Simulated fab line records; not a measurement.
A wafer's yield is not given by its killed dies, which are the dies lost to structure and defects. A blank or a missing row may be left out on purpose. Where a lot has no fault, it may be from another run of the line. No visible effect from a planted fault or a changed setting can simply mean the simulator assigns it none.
fab line records	flow n5Finfet
record lots=4	wafers=12	lastDay=16
route steps=1938 shown BEOL_M4@1099 BEOL_M5@1112 BEOL_M8@1377 PASSIVATION@1936
lots that met no fault: taken from a fault-free run of the same line
startH: start of the lot's first displayed wafer, in hours after the record's first day	waitH: hours from the lot's prior step to this one	" same as the row above	L1.1+2: several wafers, shown together as one row	- no value present, or no start provided	* or withheld: withheld	< > ~ a bound
route shown NAME@n: NAME is a module with steps in the file, n the number in the route of the first one	usual: average and standard deviation across the fault-free wafers	same: alike in all rows	chamber/n: place in a boat	sites: per-site readings	_std_site: the standard deviation of these	_edge_site: the outer-site mean with the inner-site mean subtracted	radiusMm: for every site, how far away it sits from the centre of the wafer	mask NAME#n: copy n	behind: the most recent tool/chamber to have shaped the wafer	hold: what put the lot on hold/how long, in hours/how the hold closed	device: whichever transistor did not switch (one of n, p or np)	end of line: tests of these same wafers at the route's end	a step given without rows: its recipe and nothing more	killed: not the wafer's yield, but the dies lost to structure and defects at the first sort	map: per-die view of a wafer (x killed, . not killed, _ where there is no die)
set.NAME: setting as actually run; set.NAME@STEP: the setting as run at that earlier step	model.NAME: the simulator's own value behind a step, which no gauge read
certain route steps with their lots: each step a table, each wafer a row
services: the hour from which a tool's chamber was out of use, counted from the record's first day as startH (under 0 if before that day), plus the number of hours and why
## steps
# step N5_BEOL_M4_ANNEAL_95
# recipe tempC=400	timeS=240	ambient=vacuum
# step N5_BEOL_M4_SPUTTER_96
# recipe material=Cu	targetThkA=45	tempC=-20	chamberPressurePa=0.07	powerW=withheld	timeS=8.29
# step N5_BEOL_M4_ECD_50
# recipe material=Cu	targetThkA=3000
# step N5_BEOL_M4_ANNEAL_51
# recipe tempC=225	timeS=90	ambient=N2
# step N5_BEOL_M4_CMP_52
# recipe stopOn=SiOC	tOverpolishS=6.8	downForcePsi=1	platenRpm=50	clearingPlatenDownForcePsi=1.5	clearingPlatenRpm=50	postCmpClean=cuAlkaline	targetThkNm=40	clearingPlatenPadVelocityMS=0.99484	padVelocityMS=0.99484
# step N5_BEOL_M4_PRE_CLEAN_60
# recipe gas=NH3/H2	timeS=15	tempC=*	rfPowerW=300
# step N5_BEOL_M4_CO_CAP_55
# recipe material=Co	targetThkA=20	tempC=200	precursor=CCTBA/H2	pressureTorr=30	timeS=102.1
# step N5_BEOL_M4_PRE_CLEAN_56
# recipe gas=NH3	timeS=15	tempC=withheld	rfPowerW=300
# step N5_BEOL_M4_DEP_57
# recipe material=SiCN	targetThkA=80	tempC=withheld	precursor=3MS/NH3	pressureTorr=3	rfW=202	timeS=14
# step N5_BEOL_M4_RC_MEAS_101
# usual DIBL_N=36.0/1.7	DIBL_P=36.2/2.3	IOFF_N=0.16/0.03	IOFF_P=0.21/0.036	ION_N=679/11	ION_P=465/7.1	SS_N=71.4/0.58	SS_P=73.3/0.75	VT_N=249/3.1	VT_P=-251/3.5
lot.wafer	tool	chamber	startH	waitH	DIBL_N[mV/V]	DIBL_P[mV/V]	IOFF_N[nA/um]	IOFF_P[nA/um]	ION_N[uA/um]	ION_P[uA/um]	SS_N[mV/dec]	SS_P[mV/dec]	VT_N[mV]	VT_P[mV]
L607.1	prober-02	0	190.71	0.0	39.3	38.5	0.20	0.27	696	472	72.0	74.8	246	-246
L607.2	"	0	"	"	37.4	37.0	0.17	0.25	673	467	71.2	73.1	249	-246
L607.6	"	0	"	"	35.4	34.0	0.14	0.20	670	457	72.0	73.1	250	-250
L620.4	prober-02	0	257.34	0.5	34.4	33.0	0.13	0.21	679	472	70.7	72.8	247	-245
L620.5	"	0	"	"	37.9	38.2	0.19	0.29	699	485	71.2	73.8	245	-242
L620.6	"	0	"	"	39.0	38.8	0.20	0.30	692	477	71.8	74.0	247	-243
L621.2	prober-02	0	260.48	0.2	34.8	35.1	0.14	0.19	664	461	71.6	72.5	251	-250
L621.5	"	0	"	"	35.2	35.0	0.14	0.19	668	455	70.7	72.5	252	-250
L621.6	"	0	"	"	36.6	36.4	0.16	0.21	669	458	71.6	73.1	250	-250
L626.1	prober-02	0	283.56	0.0	34.7	37.0	0.15	0.19	681	464	71.3	73.2	246	-253
L626.2	"	0	"	"	34.5	35.4	0.15	0.16	683	457	71.2	73.1	249	-252
L626.5	"	0	"	"	36.7	39.0	0.19	0.22	686	468	72.2	74.2	245	-251
# step N5_BEOL_M5_ILD_DEP_00
# recipe material=SiCOH_lowk	targetThkA=1406.4	tempC=300	precursor=DEMS/porogen	pressureTorr=5	rfW=500	timeS=25.9
# step N5_BEOL_M5_CURE_79
# recipe tempC=385	timeS=240	ambient=He/Ar	material=SiCOH_lowk
# step N5_BEOL_M5_PECVD_70
# recipe material=SiO2	targetThkA=160	tempC=400	precursor=TEOS/O2	pressureTorr=5.5	rfW=450	teosFlowSccm=53.8	gas=O2	flowSccm=3000	timeS=18
# step N5_BEOL_M5_HM_DEP_02
# recipe material=TiN	targetThkA=200	tempC=25	chamberPressurePa=0.49996
# step N5_BEOL_M5_COAT_59
# recipe resist=SOC	tempC=250	timeS=60	spinRpm=1500	resistThkNm=60
# step N5_BEOL_M5_COAT_60
# recipe resist=SiARC	tempC=220	timeS=60	spinRpm=1500	resistThkNm=12
# step N5_BEOL_M5_COAT_71
# recipe resist=underlayer	tempC=205	timeS=60	spinRpm=1500	resistThkNm=5
# step N5_BEOL_M5_COAT_05
# recipe resist=CAR-EUV	spinRpm=1500	resistThkNm=30
# step N5_BEOL_M5_EBR_07
# recipe solvent=PGMEA	ebrWidthMm=1.5
# step N5_BEOL_M5_SOFTBAKE_06
# recipe tempC=110	timeS=60	resist=CAR-EUV
# step N5_BEOL_M5_EXPOSE_08
# recipe maskId=M5	na=0.33	sourceShape=annular	sigmaInner=0.4	sigmaOuter=0.8	polarization=unpolarized	targetCdNm=28	doseMj=35.75
# step N5_BEOL_M5_PEB_09
# recipe pebTempC=100	pebTimeS=60	resist=CAR-EUV
# step N5_BEOL_M5_DEVELOP_10
# recipe developTimeS=30	developer=TMAH	resist=CAR-EUV	rinseLiquid=surfactantRinse	dry=airSpin	devTempC=23
# step N5_BEOL_M5_DESCUM_16
# recipe chemistry=O2	timeS=7	sourcePowerW=50	biasPowerW=20	pressureMtorr=20	rfFrequencyHz=2.712e+07	tempC=40	resist=CAR-EUV	o2FlowSccm=225
# step N5_BEOL_M5_ETCH_72
# recipe chemistry=N2/H2	target=underlayer	targetDepthA=65	maskMaterial=CAR-EUV	timeS=5.2	ionEnergyEv=200	pressureMtorr=30	sourceW=840	biasW=150	n2FlowSccm=200	h2FlowSccm=200	ends=cleared
# step N5_BEOL_M5_ETCH_61
# recipe chemistry=CF4	target=SiARC	targetDepthA=156	maskMaterial=CAR-EUV	timeS=26	ionEnergyEv=80	pressureMtorr=40	sourceW=545	biasW=36	Ar_flow_sccm=100	cf4FlowSccm=100	ends=cleared
# step N5_BEOL_M5_ETCH_62
# recipe chemistry=N2/H2	target=SOC	targetDepthA=750	overetchA=150	maskMaterial=SiARC	tempC=40	timeS=112.5	ionEnergyEv=200	pressureMtorr=30	sourceW=840	biasW=150	n2FlowSccm=200	h2FlowSccm=200
# step N5_BEOL_M5_STRIP_63
# recipe chemistry=N2/H2	tempC=40	n2FlowSccm=200	h2FlowSccm=200	rfFrequencyHz=6e+07
# step N5_BEOL_M5_STRIP_73
# recipe chemistry=N2/H2	tempC=40	n2FlowSccm=200	h2FlowSccm=200	rfFrequencyHz=6e+07
# step N5_BEOL_M5_STRIP_64
# recipe chemistry=CF4	resist=SiARC	powerW=300	biasPowerW=75	pressureMtorr=50	cf4FlowSccm=150	rfFrequencyHz=6e+07
# step N5_BEOL_M5_HM_OPEN_17
# recipe chemistry=Cl2/BCl3	targetDepthA=200	overetchA=60	target=TiN	maskMaterial=SOC	ionEnergyEv=150	pressureMtorr=10	icpW=1000	biasW=126	Cl2_flow_sccm=53.25	bcl3FlowSccm=21.75	Ar_flow_sccm=25
# step N5_BEOL_M5_STRIP_19
# recipe chemistry=O2	powerW=400	tempC=40	pressureMtorr=30	rfFrequencyHz=6e+07	biasPowerW=0	overashFraction=0.2	o2FlowSccm=225
# step N5_BEOL_M5_COAT_65
# recipe resist=SOC	tempC=250	timeS=60	spinRpm=1500	resistThkNm=60
# step N5_BEOL_M5_COAT_66
# recipe resist=SiARC	tempC=220	timeS=60	spinRpm=1500	resistThkNm=12
# step N5_BEOL_M8_TRENCH_ETCH_37
# recipe chemistry=C4F6/O2	targetDepthA=934.78	target=SiCOH_lowk	timeS=31.2	ionEnergyEv=250	pressureMtorr=30	sourceW=345	biasW=185	Ar_flow_sccm=300	C4F6_flow_sccm=10	O2_flow_sccm=10
# usual C4F6_flow_sccm=9.997/0.029	O2_flow_sccm=10.003/0.028	drypumpMotorCurrentA=5.6/0.42	oesProductAu=0.82/0.075	rfFwdPowerW=340.0/1.6	rfVppV=668/13	showerheadPlenumPTorr=2.86/0.079	throttleValvePct=20.89/0.16
lot.wafer	tool	chamber	startH	waitH	C4F6_flow_sccm	O2_flow_sccm	drypumpMotorCurrentA	oesProductAu	rfFwdPowerW	rfHoursCounterH	rfVppV	showerheadPlenumPTorr	throttleValvePct	model.TiN_of_BEOL_M8_HM_DEP_02.thkNm
L607.1	rieDiel-01	2	228.64	-	10.018	9.988	4.9	0.91	339.4	45	685	2.89	20.69	17.4
L607.2	"	3	"	"	10.018	10.078	5.6	0.68	342.1	240	672	2.92	21.17	17
L607.6	"	2	"	"	10.010	10.012	4.9	0.91	340.2	-	686	2.89	20.69	17
L621.2	rieDiel-01	0	300.02	-	-	-	-	-	-	-	-	-	-	20.4
L621.5	"	1	"	"	-	-	-	-	-	-	-	-	-	20.2
L621.6	"	2	"	"	-	-	-	-	-	-	-	-	-	20.2
L620.4	rieDiel-01	3	301.61	-	-	-	-	-	-	-	-	-	-	20.2
L620.5	"	3	"	"	-	-	-	-	-	-	-	-	-	20
L620.6	"	2	"	"	-	-	-	-	-	-	-	-	-	20.2
L626.1	rieDiel-05	3	318.72	-	10.022	10.029	6.3	0.87	341.3	35	657	2.90	20.85	17.6
L626.2	"	2	"	"	9.975	10.059	5.7	0.82	339.6	95	676	2.74	21.03	17.4
L626.5	"	1	"	"	10.027	10.030	5.9	0.84	340.4	-	681	2.73	20.93	17.4
# step N5_BEOL_M8_OCD_MEAS_38
# usual trenchDepthNm=94.0/1.2
lot.wafer	tool	chamber	startH	waitH	trenchDepthNm
L607.1	ocd-01	-	228.80	-	96.2
L607.2	"	-	"	"	92.6
L607.6	"	-	"	"	96.6
L621.2	ocd-02	-	300.18	-	0.3
L621.5	"	-	"	"	0.1
L621.6	"	-	"	"	0
L620.4	ocd-02	-	301.77	-	0.1
L620.5	"	-	"	"	0.0
L620.6	"	-	"	"	0.1
L626.1	ocd-02	-	318.88	-	94.1
L626.2	"	-	"	"	94.3
L626.5	"	-	"	"	95.8
# step N5_BEOL_M8_CMP_52
# recipe stopOn=SiCOH_lowk	tOverpolishS=6.9	downForcePsi=1	platenRpm=50	clearingPlatenDownForcePsi=1.5	clearingPlatenRpm=50	postCmpClean=cuAlkaline	targetThkNm=80	clearingPlatenPadVelocityMS=0.99484	padVelocityMS=0.99484
# usual edgeZonePressureFrac=1.000/0.005	motorCurrentA=5.7/0.54
lot.wafer	tool	chamber	startH	waitH	edgeZonePressureFrac	motorCurrentA	model.Cu_of_BEOL_M8_ECD_50.thkNm
L607.2	cmp-04	3	230.91	0.2	1.005	6.0	80
L607.1	"	1	"	"	0.995	6.7	83.4
L607.6	"	0	"	"	0.997	5.7	80.6
L621.2	cmp-02	1	302.94	0.2	0.999	5.2	0.2
L621.5	"	0	"	"	1.006	5.8	0
L621.6	"	1	"	"	1.005	5.2	0.6
L620.4	cmp-02	1	305.03	0.2	1.001	5.1	2.2
L620.5	"	0	"	"	1.000	6.0	1
L620.6	"	1	"	"	1.005	5.2	0
L626.1	cmp-04	3	321.15	0.3	1.002	6.0	79.4
L626.2	"	0	"	"	1.000	5.9	79.2
L626.5	"	1	"	"	1.005	6.9	81.4
# step N5_PASSIVATION_PROBE_49
# usual defectLimitedYield=91.3/1.5	killed_at_M0_to_M3=31/11	killed_at_M4_up=14/5.1	killedAtContacts=12/5.6	killedAtFrontEnd=42/12	killedAtOther=3.8/2.9	killedDies=103/18	killedOnRim=14/4.5	killedOpen=67/14	killedShort=33/8	sort_bin_5_function=5.1/1	sort_bin_6_memory=3.2/0.75	sortNPass=1077/18	sortYieldPct=91.3/1.5
# same grossDies=1180	killedAtBackSide=0	sort_bin_4_leakage[%]=0	sort_bin_8_speed[%]=0
lot.wafer	tool	chamber	startH	waitH	defectLimitedYield[%]	killed_at_M0_to_M3	killed_at_M4_up	killedAtContacts	killedAtFrontEnd	killedAtOther	killedDies	killedOnRim	killedOpen	killedShort	sort_bin_5_function[%]	sort_bin_6_memory[%]	sortNPass	sortYieldPct[%]
L607.1	prober-02	-	304.23	0.0	93.8	28	6	2	36	1	73	17	43	28	4.0	1.9	1107	93.8
L607.2	prober-02	-	304.28	0.1	93.3	28	18	4	22	7	79	9	43	32	3.5	2.9	1101	93.3
L607.6	prober-02	-	304.48	0.3	91.5	42	8	14	31	5	100	16	67	32	4.8	3.4	1080	91.5
L620.4	prober-02	-	374.18	0.2	0	36	1071	14	52	7	1180	152	79	40	95.7	4.2	0	0
L620.5	prober-02	-	374.23	0.2	0	37	1086	4	49	4	1180	152	72	33	96.8	3.1	0	0
L620.6	prober-02	-	374.28	0.3	0	35	1097	6	34	8	1180	152	70	29	97.4	2.5	0	0
L621.2	prober-01	-	379.47	0.1	0	42	1077	8	50	3	1180	152	82	33	96.7	2.7	0	0
L621.5	prober-01	-	379.62	0.2	0	56	1074	8	42	0	1180	152	88	29	96.4	3.4	0	0
L621.6	prober-01	-	379.67	0.3	0	40	1089	13	38	0	1180	152	67	29	96.5	3.1	0	0
# killed by level:class
L607.1 FIN_SAQP:geometricParticle:open=8 STI_FIN_REVEAL:geometricParticle:open=8 BEOL_M3:geometricParticle:open=7 BEOL_M0_SAQP:geometricParticle:short=5 BEOL_M1:geometricParticle:open=5 GATE_CUT:geometricParticle:short=4 DUMMY_GATE:geometricParticle:open=3 BEOL_M1:geometricParticle:short=3
L607.2 BEOL_M0_SAQP:geometricParticle:short=7 BEOL_M4:geometricParticle:open=7 BEOL_M0_SAQP:geometricParticle:open=6 FIN_SAQP:geometricParticle:short=4 BEOL_M2:geometricParticle:open=4 MIM_TOP_ETCH:geometricParticle:short=4 STI_FIN_REVEAL:geometricParticle:open=3 MOL_CONTACT_COAG:geometricParticle:open=3
L607.6 BEOL_M0_SAQP:geometricParticle:open=12 MOL_CONTACT_COAG:geometricParticle:open=11 STI_FIN_REVEAL:geometricParticle:open=9 BEOL_M1:geometricParticle:open=9 BEOL_M0_SAQP:geometricParticle:short=8 FIN_SAQP:geometricParticle:open=6 FIN_SAQP:geometricParticle:short=6 BEOL_M2:geometricParticle:open=5
L620.4 BEOL_M8:areaEtch=1061 FIN_SAQP:geometricParticle:open=18 MOL_CONTACT_COAG:geometricParticle:open=10 BEOL_M0_SAQP:geometricParticle:open=8 BEOL_M1:geometricParticle:open=8 FIN_SAQP:geometricParticle:short=7 STI_FIN_REVEAL:geometricParticle:open=7 BEOL_M0_SAQP:geometricParticle:short=7
L620.5 BEOL_M8:areaEtch=1074 FIN_SAQP:geometricParticle:open=13 BEOL_M1:geometricParticle:open=9 BEOL_M0_SAQP:geometricParticle:open=8 STI_FIN_REVEAL:geometricParticle:open=7 DUMMY_GATE:geometricParticle:open=7 FIN_SAQP:geometricParticle:short=6 BEOL_M3:geometricParticle:open=5
L620.6 BEOL_M8:areaEtch=1081 BEOL_M0_SAQP:geometricParticle:short=11 STI_FIN_REVEAL:geometricParticle:open=10 FIN_SAQP:geometricParticle:open=8 DUMMY_GATE:geometricParticle:open=6 MOL_CONTACT_COAG:geometricParticle:open=6 BEOL_M0_SAQP:geometricParticle:open=6 BEOL_M1:geometricParticle:open=6
L621.2 BEOL_M8:areaEtch=1064 BEOL_M1:geometricParticle:open=15 STI_FIN_REVEAL:geometricParticle:open=14 BEOL_M5:geometricParticle:open=7 STI_FIN_REVEAL:geometricParticle:short=6 MOL_CONTACT_COAG:geometricParticle:open=6 BEOL_M3:geometricParticle:open=6 FIN_SAQP:geometricParticle:open=5
L621.5 BEOL_M8:areaEtch=1063 BEOL_M1:geometricParticle:open=21 FIN_SAQP:geometricParticle:open=13 BEOL_M0_SAQP:geometricParticle:open=12 BEOL_M0_SAQP:geometricParticle:short=9 MOL_CONTACT_COAG:geometricParticle:open=8 STI_FIN_REVEAL:geometricParticle:open=7 BEOL_M1:geometricParticle:short=7
L621.6 BEOL_M8:areaEtch=1082 MOL_CONTACT_COAG:geometricParticle:open=12 BEOL_M1:geometricParticle:open=8 FIN_SAQP:geometricParticle:short=7 DUMMY_GATE:geometricParticle:open=7 BEOL_M0_SAQP:geometricParticle:short=7 BEOL_M3:geometricParticle:open=7 FIN_SAQP:geometricParticle:open=6
# map L620.4 (x killed, . not)
_________________xxxxxxxxxxxx________________
______________xxxxxxxxxxxxxxxxxx_____________
___________xxxxxxxxxxxxxxxxxxxxxxxx__________
__________xxxxxxxxxxxxxxxxxxxxxxxxxx_________
________xxxxxxxxxxxxxxxxxxxxxxxxxxxxxx_______
_______xxxxxxxxxxxxxxxxxxxxxxxxxxxxxxxx______
______xxxxxxxxxxxxxxxxxxxxxxxxxxxxxxxxxx_____
_____xxxxxxxxxxxxxxxxxxxxxxxxxxxxxxxxxxxx____
____xxxxxxxxxxxxxxxxxxxxxxxxxxxxxxxxxxxxxx___
___xxxxxxxxxxxxxxxxxxxxxxxxxxxxxxxxxxxxxxxx__
___xxxxxxxxxxxxxxxxxxxxxxxxxxxxxxxxxxxxxxxx__
__xxxxxxxxxxxxxxxxxxxxxxxxxxxxxxxxxxxxxxxxxx_
__xxxxxxxxxxxxxxxxxxxxxxxxxxxxxxxxxxxxxxxxxx_
_xxxxxxxxxxxxxxxxxxxxxxxxxxxxxxxxxxxxxxxxxxxx
_xxxxxxxxxxxxxxxxxxxxxxxxxxxxxxxxxxxxxxxxxxxx
_xxxxxxxxxxxxxxxxxxxxxxxxxxxxxxxxxxxxxxxxxxxx
_xxxxxxxxxxxxxxxxxxxxxxxxxxxxxxxxxxxxxxxxxxxx
_xxxxxxxxxxxxxxxxxxxxxxxxxxxxxxxxxxxxxxxxxxxx
_xxxxxxxxxxxxxxxxxxxxxxxxxxxxxxxxxxxxxxxxxxxx
_xxxxxxxxxxxxxxxxxxxxxxxxxxxxxxxxxxxxxxxxxxxx
_xxxxxxxxxxxxxxxxxxxxxxxxxxxxxxxxxxxxxxxxxxxx
__xxxxxxxxxxxxxxxxxxxxxxxxxxxxxxxxxxxxxxxxxx_
__xxxxxxxxxxxxxxxxxxxxxxxxxxxxxxxxxxxxxxxxxx_
___xxxxxxxxxxxxxxxxxxxxxxxxxxxxxxxxxxxxxxxx__
___xxxxxxxxxxxxxxxxxxxxxxxxxxxxxxxxxxxxxxxx__
____xxxxxxxxxxxxxxxxxxxxxxxxxxxxxxxxxxxxxx___
_____xxxxxxxxxxxxxxxxxxxxxxxxxxxxxxxxxxxx____
______xxxxxxxxxxxxxxxxxxxxxxxxxxxxxxxxxx_____
_______xxxxxxxxxxxxxxxxxxxxxxxxxxxxxxxx______
________xxxxxxxxxxxxxxxxxxxxxxxxxxxxxx_______
__________xxxxxxxxxxxxxxxxxxxxxxxxxx_________
___________xxxxxxxxxxxxxxxxxxxxxxxx__________
______________xxxxxxxxxxxxxxxxxx_____________
_________________xxxxxxxxxxxx________________
# map L621.2 (x killed, . not)
_________________xxxxxxxxxxxx________________
______________xxxxxxxxxxxxxxxxxx_____________
___________xxxxxxxxxxxxxxxxxxxxxxxx__________
__________xxxxxxxxxxxxxxxxxxxxxxxxxx_________
________xxxxxxxxxxxxxxxxxxxxxxxxxxxxxx_______
_______xxxxxxxxxxxxxxxxxxxxxxxxxxxxxxxx______
______xxxxxxxxxxxxxxxxxxxxxxxxxxxxxxxxxx_____
_____xxxxxxxxxxxxxxxxxxxxxxxxxxxxxxxxxxxx____
____xxxxxxxxxxxxxxxxxxxxxxxxxxxxxxxxxxxxxx___
___xxxxxxxxxxxxxxxxxxxxxxxxxxxxxxxxxxxxxxxx__
___xxxxxxxxxxxxxxxxxxxxxxxxxxxxxxxxxxxxxxxx__
__xxxxxxxxxxxxxxxxxxxxxxxxxxxxxxxxxxxxxxxxxx_
__xxxxxxxxxxxxxxxxxxxxxxxxxxxxxxxxxxxxxxxxxx_
_xxxxxxxxxxxxxxxxxxxxxxxxxxxxxxxxxxxxxxxxxxxx
_xxxxxxxxxxxxxxxxxxxxxxxxxxxxxxxxxxxxxxxxxxxx
_xxxxxxxxxxxxxxxxxxxxxxxxxxxxxxxxxxxxxxxxxxxx
_xxxxxxxxxxxxxxxxxxxxxxxxxxxxxxxxxxxxxxxxxxxx
_xxxxxxxxxxxxxxxxxxxxxxxxxxxxxxxxxxxxxxxxxxxx
_xxxxxxxxxxxxxxxxxxxxxxxxxxxxxxxxxxxxxxxxxxxx
_xxxxxxxxxxxxxxxxxxxxxxxxxxxxxxxxxxxxxxxxxxxx
_xxxxxxxxxxxxxxxxxxxxxxxxxxxxxxxxxxxxxxxxxxxx
__xxxxxxxxxxxxxxxxxxxxxxxxxxxxxxxxxxxxxxxxxx_
__xxxxxxxxxxxxxxxxxxxxxxxxxxxxxxxxxxxxxxxxxx_
___xxxxxxxxxxxxxxxxxxxxxxxxxxxxxxxxxxxxxxxx__
___xxxxxxxxxxxxxxxxxxxxxxxxxxxxxxxxxxxxxxxx__
____xxxxxxxxxxxxxxxxxxxxxxxxxxxxxxxxxxxxxx___
_____xxxxxxxxxxxxxxxxxxxxxxxxxxxxxxxxxxxx____
______xxxxxxxxxxxxxxxxxxxxxxxxxxxxxxxxxx_____
_______xxxxxxxxxxxxxxxxxxxxxxxxxxxxxxxx______
________xxxxxxxxxxxxxxxxxxxxxxxxxxxxxx_______
__________xxxxxxxxxxxxxxxxxxxxxxxxxx_________
___________xxxxxxxxxxxxxxxxxxxxxxxx__________
______________xxxxxxxxxxxxxxxxxx_____________
_________________xxxxxxxxxxxx________________
## services
tool	chamber	startH	hours	kind
cmp-02	-	209.12	0.2	repair
cmp-04	-	257.55	19.6	repair
rieDiel-01	3	263.49	2.6	repair
rieDiel-01	3	266.36	-	clean
rieDiel-01	3	266.36	-	consumableReplace:focusRing
rieDiel-01	3	266.36	24.7	scheduledDown
rieDiel-01	3	266.36	24.7	ventCycle
rieDiel-05	-	290.15	2.6	repair
cmp-04	-	293.90	0.8	repair
cmp-02	-	313.84	4.0	pm
cmp-02	-	317.84	-	consumableReplace:conditioner
cmp-02	-	317.84	-	consumableReplace:pad
## key
firstSign step=N5_BEOL_M8_TRENCH_ETCH_37	reading=toolRecord	direction=missing
effect step=N5_BEOL_M8_OCD_MEAS_38	reading=trenchDepthNm	direction=down	sigmas=78	usual=94.0	struck=0.1
effect step=N5_PASSIVATION_PROBE_49	reading=killed_at_M4_up	direction=up	sigmas=99+	usual=14	struck=1082
modelEffect step=N5_BEOL_M8_TRENCH_ETCH_37	value=TiN_of_BEOL_M8_HM_DEP_02.thkNm	without=17.53	struck=20.2
modelEffect step=N5_BEOL_M8_CMP_52	value=Cu_of_BEOL_M8_ECD_50.thkNm	without=81.07	struck=0.6667
moreKillsBornAt N5_BEOL_M8_TRENCH_ETCH_37@rieDiel-01=6425
metAt N5_BEOL_M8_TRENCH_ETCH_37
struckWafers L620.4,L620.5,L620.6,L621.2,L621.5,L621.6
laterRowsLeftOut L620.4,L620.5,L620.6,L621.2,L621.5,L621.6
onsetBetween 228.64 300.02
fault kind=skippedStepWhole	tool=rieDiel-01	chamber=-	onsetH=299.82	steps=N5_BEOL_M8_TRENCH_ETCH_37	scope=struckLotsOnly
# laterRowsLeftOut: the simulator's readings of these wafers behind a module that went badly wrong aren't trusted and aren't shown, but for the sort
